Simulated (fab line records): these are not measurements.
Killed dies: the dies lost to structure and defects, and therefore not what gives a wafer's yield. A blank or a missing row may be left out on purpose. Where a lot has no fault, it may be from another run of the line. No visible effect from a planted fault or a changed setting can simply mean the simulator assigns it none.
Split-lot experiment ; flow n5Finfet ; 21 wafers read across 7 lots, on a route 1938 steps long

## THE SPLIT
At N5_BEOL_M3_ETCH_64 (etches SOC in N2/H2, target depth 75 nm, overetch 15 nm, time 112.5 s), the setting timeS was moved away from the recipe's 112.5 s on 3 of the 21 wafers read, by -14.9% to -9.4%. This setting was run at the recipe's value on the other wafers.

The reading is taken at the split's own step.

## THE READING
SiARC_of_BEOL_M3_COAT_62.thkNm (the simulator's own value, which no gauge read), in nm, at N5_BEOL_M3_ETCH_64 (etches SOC in N2/H2, target depth 75 nm, overetch 15 nm, time 112.5 s). No usual value for it is given in the file. The 18 wafers here that ran the recipe average 6.7 nm, standard deviation 0.12 nm.

wafer;tool, chamber at the split;timeS as run, s;against the recipe;SiARC_of_BEOL_M3_COAT_62.thkNm, nm;against lot-mates on the recipe
L078.1;rieDiel-03, 2;101.9;-9.4%;7.4;+0.5
L078.5;rieDiel-03, 0;112.5;recipe;7;-
L078.6;rieDiel-03, 1;112.5;recipe;6.8;-
L079.1;rieDiel-05, 2;95.7;-14.9%;7.4;+0.6
L079.3;rieDiel-05, 1;112.5;recipe;6.8;-
L079.5;rieDiel-05, 1;95.7;-14.9%;7.6;+0.8
L085.1;rieDiel-05, 3;112.5;recipe;6.8;-
L085.6;rieDiel-05, 3;112.5;recipe;6.8;-
L085.5;rieDiel-05, 2;112.5;recipe;6.6;-
L087.1;rieDiel-05, 3,1;112.5;recipe;6.8;-
L087.5;rieDiel-05, 3,1;112.5;recipe;6.8;-
L087.6;rieDiel-05, 2;112.5;recipe;6.6;-
L090.2;rieDiel-06, 1;112.5;recipe;6.8;-
L090.4;rieDiel-06, 0;112.5;recipe;6.6;-
L090.5;rieDiel-06, 0;112.5;recipe;6.6;-
L092.2;rieDiel-05, 1,2;112.5;recipe;6.6;-
L092.5;rieDiel-05, 1,2;112.5;recipe;6.6;-
L092.6;rieDiel-05, 3;112.5;recipe;6.8;-
L096.1;rieDiel-06, 2,1;112.5;recipe;6.8;-
L096.4;rieDiel-06, 2,1;112.5;recipe;6.8;-
L096.3;rieDiel-06, 0;112.5;recipe;6.6;-
Rows listing several chambers each stand for several wafers; the file does not say which wafer went through which chamber.

THE FIT
A straight line over all 21 wafers: SiARC_of_BEOL_M3_COAT_62.thkNm changes by -0.0543 nm for each +1% of timeS; r = -0.91; the points scatter about the line by 0.12 nm.
The same after taking each lot's own level away (the mean of its wafers on the recipe; 21 wafers): -0.0478 nm for each +1%; r = -0.93; scatter 0.096 nm.
According to that fit, moving timeS by its largest amount changes the reading by 0.71 nm.
Measured against the standard deviation above, the lots' own levels, which go from 6.67 to 6.90 nm, span 2.0 times it.
Hence the slope depends on the lot-to-lot level, as the two fits are not the same.
Check: +0.798 nm against its lot-mates is what the line predicts for one of the wafers moved furthest among these (-14.9%) when that wafer is left out of the fit. It came out at +0.6 nm against them.

## OTHER SPLITS APPLIED TO THESE WAFERS
Note: prior to the reading, these wafers also went through further splits. Each is held against what the fit with the lots' levels taken away leaves over:
other split on the same wafers;wafers away from the commonest value;r with SiARC_of_BEOL_M3_COAT_62.thkNm (lot level and that fit taken away)
N5_BEOL_M1_COAT_05 spinRpm;8;-0.10
N5_BEOL_M2_EXPOSE_08 doseMj;12;+0.14
N5_BEOL_M3_COAT_05 spinRpm;8;+0.20

## FILE'S OWN FIT
SiARC_of_BEOL_M3_COAT_62.thkNm changes by -0.0486 nm for each +1% of timeS, r = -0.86.
